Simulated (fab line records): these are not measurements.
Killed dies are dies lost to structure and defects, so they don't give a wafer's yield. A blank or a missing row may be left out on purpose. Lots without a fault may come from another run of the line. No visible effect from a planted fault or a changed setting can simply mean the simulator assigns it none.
A single fault, viewed from 3 desks | flow n5_finfet | numbers are kept per desk, each desk with only its own; the story behind them comes last

== FROM THE METROLOGY DESK ==
What the gauges read, lot by lot, whatever tool the lot ran on: means of the sampled wafers that have a number. Any lot whose mean is over 4 standard deviations away from the usual mean is out of limits and marked OUT; that distance is given in the brackets. Of its 14 readings 7 are shown: those that lie furthest out on some lot.
Columns: A = cd_nm at N5_WELL_APT_CD_MEAS_08, usual 199.2 nm; B = NWELL_OVL at N5_WELL_APT_OVL_MEAS_09, usual 5 nm; C = PWELL_OVL at N5_WELL_APT_OVL_MEAS_26, usual 0 nm; D = IOFF_P at N5_BEOL_M4_RC_MEAS_101, usual 0.22 nA/um; E = ION_P at N5_BEOL_M4_RC_MEAS_101, usual 465 uA/um; F = SS_P at N5_BEOL_M4_RC_MEAS_101, usual 73.6 mV/dec; G = VT_P at N5_BEOL_M4_RC_MEAS_101, usual -249 mV
lot  | first seen here | A     | B  | C   | D    | E   | F    | G
L652 | day 1 19:58     | 196.8 | 8  | -1  | 0.24 | 466 | 73.6 | -249
L660 | day 3 19:34     | 199.9 | 4  | 2   | 0.21 | 459 | 74.0 | -252
L666 | day 5 07:50     | 200.5 | -0 | -10 | 0.19 | 459 | 72.7 | -251
L667 | day 5 13:34     | 198.2 | 21 | -8  | 0.25 | 462 | 73.9 | -247
L672 | day 6 19:51     | 199.8 | -3 | 10  | 0.17 | 453 | 73.3 | -256
Finding of this desk: none of the 5 lots has anything out of limits.

== THE DEFECT DESK ==
What the inspections along the route counted, lot by lot: means of the sampled wafers that have a number. Any lot whose mean is over 4 standard deviations away from the usual mean is out of limits and marked OUT; that distance is given in the brackets.
Columns: A = raw_defect_count at N5_WELL_APT_INSPECT_10, usual 2.0; B = raw_defect_count at N5_WELL_APT_INSPECT_27, usual 2.2
lot  | first seen here | A   | B
L652 | day 1 20:01     | 1.3 | 2.0
L660 | day 3 19:37     | 1.3 | 3.0
L666 | day 5 07:55     | 1.7 | 1.7
L667 | day 5 13:37     | 1.3 | 1.3
L672 | day 6 19:54     | 2.7 | 2.0
Finding of this desk: none of the 5 lots has anything out of limits.

== TOOL OWNER'S DESK, litho_track-05 ==
The tool's own readings at N5_WELL_APT_PEB_23 (peb time 90 s): means of the sampled wafers that have a number, for each lot that ran on this tool. Any lot whose mean is over 4 standard deviations away from the usual mean is out of limits and marked OUT; that distance is given in the brackets.
Columns: A = exhaust_pa at N5_WELL_APT_PEB_23, usual 45.0 Pa; B = heater_power_total_W at N5_WELL_APT_PEB_23, usual 172.5 W
lot  | first seen here | A    | B
L660 | day 3 21:02     | 44.3 | 172.5
L672 | day 6 21:02     | 45.2 | 172.8
Finding of this desk: none of the 2 lots has anything out of limits.

== ALL TOGETHER ==
The metrology desk saw nothing out of limits.
The defect desk saw nothing out of limits.
The desk of the tool owner found nothing out of limits.

== WHAT THE SIMULATOR HAD INSERTED ==
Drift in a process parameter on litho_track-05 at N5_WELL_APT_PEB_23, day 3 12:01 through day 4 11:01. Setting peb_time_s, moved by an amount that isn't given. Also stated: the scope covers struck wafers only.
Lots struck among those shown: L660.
